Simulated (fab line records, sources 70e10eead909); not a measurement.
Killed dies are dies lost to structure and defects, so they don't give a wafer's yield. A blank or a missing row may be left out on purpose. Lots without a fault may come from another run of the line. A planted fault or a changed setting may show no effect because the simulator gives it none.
Which tool did it? | flow nand_harc | 13 lots, 39 wafers sampled, at 1 step of a route of 1302

WHAT THE GAUGES READ, wafer by wafer
NHARC_A_M1_OVL_MEAS_10: pitch 240 nm. Usual: overlay_x_nm 0.0 nm, standard deviation 0.9; overlay_y_nm -0.1 nm, standard deviation 1.1.
lot  | measured     | on         | overlay_x_nm (nm) | overlay_y_nm (nm) | flag
L602 | day 22 18:44 | overlay-02 | 0.9 0.4 1.4       | 0.4 0.3 0.4       |
L601 | day 23 10:40 | overlay-02 | 1.6 1.8 1.4       | -2.0 -1.2 -1.5    |
L608 | day 26 11:43 | overlay-02 | -0.2 -0.3 -0.5    | 0.3 0.0 -0.1      |
L611 | day 27 22:22 | overlay-01 | -0.3 -0.1 -0.5    | -1.0 -0.6 -0.2    |
L612 | day 28 03:58 | overlay-01 | -0.2 0.3 0.1      | -0.4 0.1 -0.3     |
L614 | day 28 05:44 | overlay-02 | 1.3 1.1 1.3       | -1.5 -1.4 -1.1    |
L617 | day 30 08:01 | overlay-02 | -0.5 0.2 -0.2     | -0.9 -0.7 -0.5    |
L619 | day 30 09:58 | overlay-02 | -0.2 0.1 -0.1     | -1.3 -0.8 -0.6    |
L620 | day 31 02:29 | overlay-02 | 1.5 1.6 1.5       | -0.3 -0.9 -1.1    |
L622 | day 31 08:27 | overlay-02 | -0.1 0.1 0.5      | 0.8 -0.3 0.4      |
L621 | day 31 09:35 | overlay-01 | -0.2 0.0 0.2      | 1.5 1.3 1.8       |
L623 | day 31 20:45 | overlay-01 | -0.2 -0.5 -0.8    | 0.1 0.8 0.5       |
L624 | day 32 15:26 | overlay-02 | -2.1 -1.7 -1.9    | 1.6 1.6 2.3       |

WHICH TOOL RAN EACH LOT (tool, then ch and the chambers of the sampled wafers, then the start)
The record holds no process step before these readings.

WHAT THE TOOLS THEMSELVES READ (means of the sampled wafers that have a number; where no wafer has one, the mark that the record gives instead)
The record holds no such reading with a usual standard deviation.

THE ANSWER, worked out from the rows above alone
Rule: a lot is off if the mean of its wafers that have a number lies more than 3 standard deviations from the usual mean. A lot without any number at a reading at which 4 lots or more have one is off too. The other lots that the step has rows for count as sound. The gauges are gone through in route order, then the tools' own readings, and for those a lot's mean is taken as printed above. The first step at which some lot is off is used, and at that step the reading that is off furthest; a lot without a number counts as furthest.
No lot is off at any reading shown: from this, nothing can be told.

WHAT THE SIMULATOR HAD PUT IN
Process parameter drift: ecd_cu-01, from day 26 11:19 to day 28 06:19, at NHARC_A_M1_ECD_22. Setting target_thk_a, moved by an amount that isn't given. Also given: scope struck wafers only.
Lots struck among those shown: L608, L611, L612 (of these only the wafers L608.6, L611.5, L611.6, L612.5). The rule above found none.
